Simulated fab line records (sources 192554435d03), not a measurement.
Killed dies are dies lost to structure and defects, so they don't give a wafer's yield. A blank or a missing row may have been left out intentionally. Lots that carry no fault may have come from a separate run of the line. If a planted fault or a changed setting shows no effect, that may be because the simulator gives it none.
Split-lot trial :: flow n5-finfet :: 7 lots, 21 wafers read, on a route of 1938 steps

ABOUT THE SPLIT
At N5_MOL_CONTACT_COAG_EXPOSE_81 (exposes mask VG, defocus 0 nm), the setting dose-mj was moved away from the recipe's 59.5 on 6 of the 21 wafers read, by -5.2% to +5.3%. For the rest of the wafers, this setting stayed at what the recipe calls for.

FROM THE SPLIT TO THE READING: what the file shows between them, 5 steps
- N5_MOL_CONTACT_COAG_PEB_82: peb time 60 s
- N5_MOL_CONTACT_COAG_DEVELOP_83: develop time 30 s
- N5_MOL_CONTACT_COAG_CD_MEAS_84: target cd 25.1 nm
- N5_MOL_CONTACT_COAG_PRECLEAN_144: cleans in alkaline clean, time 60 s
- N5_MOL_CONTACT_COAG_SRD_145: time 30 s

THE READING
Shown in nm: cd-nm at N5_MOL_CONTACT_COAG_CD_MEAS_137, with target cd 16 nm. Fault-free wafers of this fab line usually give 15.9 nm, standard deviation 0.32 nm.

wafer: L078.1
tool, chamber at the split: euv-scanner-01, 0
dose-mj as run: 56.42
against the recipe: -5.2%
cd-nm, nm: 14.8
against lot-mates on the recipe: -0.9

wafer: L078.3
tool, chamber at the split: euv-scanner-01, 0
dose-mj as run: 59.5
against the recipe: recipe
cd-nm, nm: 15.7
against lot-mates on the recipe: -

wafer: L078.5
tool, chamber at the split: euv-scanner-01, 0
dose-mj as run: 56.42
against the recipe: -5.2%
cd-nm, nm: 14.6
against lot-mates on the recipe: -1.1

wafer: L081.1
tool, chamber at the split: euv-scanner-01, 0
dose-mj as run: 59.5
against the recipe: recipe
cd-nm, nm: 16.1
against lot-mates on the recipe: -

wafer: L081.2
tool, chamber at the split: euv-scanner-01, 0
dose-mj as run: 59.5
against the recipe: recipe
cd-nm, nm: 15.9
against lot-mates on the recipe: -

wafer: L081.5
tool, chamber at the split: euv-scanner-01, 0
dose-mj as run: 62.68
against the recipe: +5.3%
cd-nm, nm: 17.1
against lot-mates on the recipe: +1.1

wafer: L088.3
tool, chamber at the split: euv-scanner-02, 0
dose-mj as run: 59.5
against the recipe: recipe
cd-nm, nm: 15.9
against lot-mates on the recipe: -

wafer: L088.5
tool, chamber at the split: euv-scanner-02, 0
dose-mj as run: 59.5
against the recipe: recipe
cd-nm, nm: 16.2
against lot-mates on the recipe: -

wafer: L088.6
tool, chamber at the split: euv-scanner-02, 0
dose-mj as run: 59.5
against the recipe: recipe
cd-nm, nm: 15.9
against lot-mates on the recipe: -

wafer: L093.3
tool, chamber at the split: euv-scanner-01, 0
dose-mj as run: 56.95
against the recipe: -4.3%
cd-nm, nm: 14.9
against lot-mates on the recipe: -0.7

wafer: L093.5
tool, chamber at the split: euv-scanner-01, 0
dose-mj as run: 56.95
against the recipe: -4.3%
cd-nm, nm: 14.9
against lot-mates on the recipe: -0.7

wafer: L093.6
tool, chamber at the split: euv-scanner-01, 0
dose-mj as run: 59.5
against the recipe: recipe
cd-nm, nm: 15.6
against lot-mates on the recipe: -

wafer: L094.1
tool, chamber at the split: euv-scanner-02, 0
dose-mj as run: 57.64
against the recipe: -3.1%
cd-nm, nm: 15.0
against lot-mates on the recipe: -1.1

wafer: L094.2
tool, chamber at the split: euv-scanner-02, 0
dose-mj as run: 59.5
against the recipe: recipe
cd-nm, nm: 16.2
against lot-mates on the recipe: -

wafer: L094.6
tool, chamber at the split: euv-scanner-02, 0
dose-mj as run: 59.5
against the recipe: recipe
cd-nm, nm: 16.0
against lot-mates on the recipe: -

wafer: L096.1
tool, chamber at the split: euv-scanner-01, 0
dose-mj as run: 59.5
against the recipe: recipe
cd-nm, nm: 15.8
against lot-mates on the recipe: -

wafer: L096.2
tool, chamber at the split: euv-scanner-01, 0
dose-mj as run: 59.5
against the recipe: recipe
cd-nm, nm: 15.4
against lot-mates on the recipe: -

wafer: L096.6
tool, chamber at the split: euv-scanner-01, 0
dose-mj as run: 59.5
against the recipe: recipe
cd-nm, nm: 15.5
against lot-mates on the recipe: -

wafer: L097.1
tool, chamber at the split: euv-scanner-02, 0
dose-mj as run: 59.5
against the recipe: recipe
cd-nm, nm: 15.5
against lot-mates on the recipe: -

wafer: L097.2
tool, chamber at the split: euv-scanner-02, 0
dose-mj as run: 59.5
against the recipe: recipe
cd-nm, nm: 16.0
against lot-mates on the recipe: -

wafer: L097.5
tool, chamber at the split: euv-scanner-02, 0
dose-mj as run: 59.5
against the recipe: recipe
cd-nm, nm: 15.6
against lot-mates on the recipe: -

THE FIT
A straight line over all 21 wafers: cd-nm changes by +0.225 nm for each +1% of dose-mj; r = +0.92; the points scatter about the line by 0.23 nm.
The same after taking each lot's own level away (the mean of its wafers on the recipe; 21 wafers): +0.199 nm for each +1%; r = +0.94; scatter 0.18 nm.
That fit puts the effect of the largest move of dose-mj on the reading at 1.1 nm.
Across the lots, their own levels run from 15.57 to 16.10 nm, a range of 1.7 times the standard deviation given above.
Hence the slope depends on the lot-to-lot level, as the two fits are not the same.
Check: with one of the wafers moved furthest among these (+5.3%) left out of the fit, the line predicts +1.04 nm for it against its lot-mates. Against them it came out at +1.1 nm.

THE WHOLE CHAIN: every reading that the file lists as answering this split, in the file's order
step: N5_MOL_CONTACT_COAG_CD_MEAS_84
what it does: target cd 25.1 nm
reading: cd-nm
change (the file's fit): +0.216 nm for each +1% of the setting
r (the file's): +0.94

step: N5_MOL_CONTACT_COAG_CD_MEAS_137
what it does: target cd 16 nm
reading: cd-nm
change (the file's fit): +0.209 nm for each +1% of the setting
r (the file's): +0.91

FILE'S OWN FIT
cd-nm changes by +0.209 nm for each +1% of dose-mj, r = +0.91.
